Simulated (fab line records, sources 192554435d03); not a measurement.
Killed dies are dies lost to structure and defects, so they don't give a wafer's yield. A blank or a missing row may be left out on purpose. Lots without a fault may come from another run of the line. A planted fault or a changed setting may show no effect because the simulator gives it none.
Chamber matching | flow n5_finfet | N5_BEOL_M11_PECVD_70 on pecvd-02: 3 sister chambers
The step deposits SiO2 from TEOS/O2, target thk 20 nm, time 22.7 s. 20 wafers are shown with their chamber, then 10 later ones without.

WAFERS WITH THEIR CHAMBER
wafer  | chamber | throttle_valve_pct (%) | showerhead_plenum_p_Torr (Torr) | heater_power_w (W)
L075.2 | 2       | 21.6                   | 8.79                            | 709
L075.4 | 1       | 22.6                   | 8.84                            | 744
L075.6 | 0       | 24.4                   | 8.77                            | 671
L079.1 | 0       | 24.3                   | 8.78                            | 679
L079.2 | 1       | 22.7                   | 8.83                            | 720
L079.3 | 2       | 21.9                   | 8.81                            | 718
L080.1 | 0       | 24.2                   | 8.78                            | 661
L080.5 | 1       | 22.7                   | 8.83                            | 767
L080.6 | 2       | 22.0                   | 8.80                            | 658
L086.1 | 1       | 22.5                   | 8.85                            | 814
L086.3 | 0       | 24.3                   | 8.79                            | 618
L086.5 | 0       | 24.3                   | 8.74                            | 599
L088.3 | 0       | 24.2                   | 8.77                            | 663
L088.5 | 0       | 24.5                   | 8.77                            | 655
L088.6 | 2       | 22.3                   | 8.79                            | 641
L089.1 | 2       | 21.7                   | 8.78                            | 713
L089.2 | 0       | 24.6                   | 8.79                            | 672
L089.5 | 2       | 22.0                   | 8.80                            | 701
L090.2 | 0       | 24.4                   | 8.76                            | 571
L090.4 | 0       | 24.3                   | 8.77                            | 578

SIGNATURES (means of the wafers above)
reading                  | chamber 0 | chamber 1 | chamber 2 | scatter within a chamber
throttle_valve_pct       | 24.350    | 22.625    | 21.917    | 0.168
showerhead_plenum_p_Torr | 8.7720    | 8.8375    | 8.7950    | 0.0128
heater_power_w           | 636.70    | 761.25    | 690.00    | 38.7
Rule: a wafer's distance from a chamber is the root of the sum, over the readings, of the square of ((its reading less the chamber's mean) divided by the reading's scatter). The wafer belongs to the nearest chamber; if the next one is less than 2 further off, it can't be placed. The scatter: the root of (the sum of the squares of (reading less its chamber's mean) over the shown wafers, divided by (wafers less chambers)).

WAFERS WITHOUT THEIR CHAMBER
wafer  | throttle_valve_pct (%) | showerhead_plenum_p_Torr (Torr) | heater_power_w (W)
L090.6 | 22.7                   | 8.85                            | 792
L093.1 | 22.1                   | 8.81                            | 597
L093.2 | 24.4                   | 8.78                            | 671
L093.3 | 22.7                   | 8.84                            | 706
L096.2 | 22.2                   | 8.82                            | 664
L096.3 | 24.5                   | 8.81                            | 571
L096.6 | 22.2                   | 8.81                            | 681
L097.1 | 22.2                   | 8.80                            | 675
L097.3 | 22.6                   | 8.84                            | 727
L097.6 | 22.1                   | 8.78                            | 674

WHICH CHAMBER EACH WENT THROUGH
wafer  | from the rows above     | in truth
L090.6 | 1                       | 1
L093.1 | 2                       | 2
L093.2 | 0                       | 0
L093.3 | 1                       | 1
L096.2 | can't be placed: 2 or 1 | 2
L096.3 | 0                       | 0
L096.6 | can't be placed: 2 or 1 | 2
L097.1 | 2                       | 2
L097.3 | 1                       | 1
L097.6 | 2                       | 2
Placed correctly: 8 of 10. Can't be placed from these rows: 2 (the true chamber is among the candidates in 2). Placed wrongly: 0.
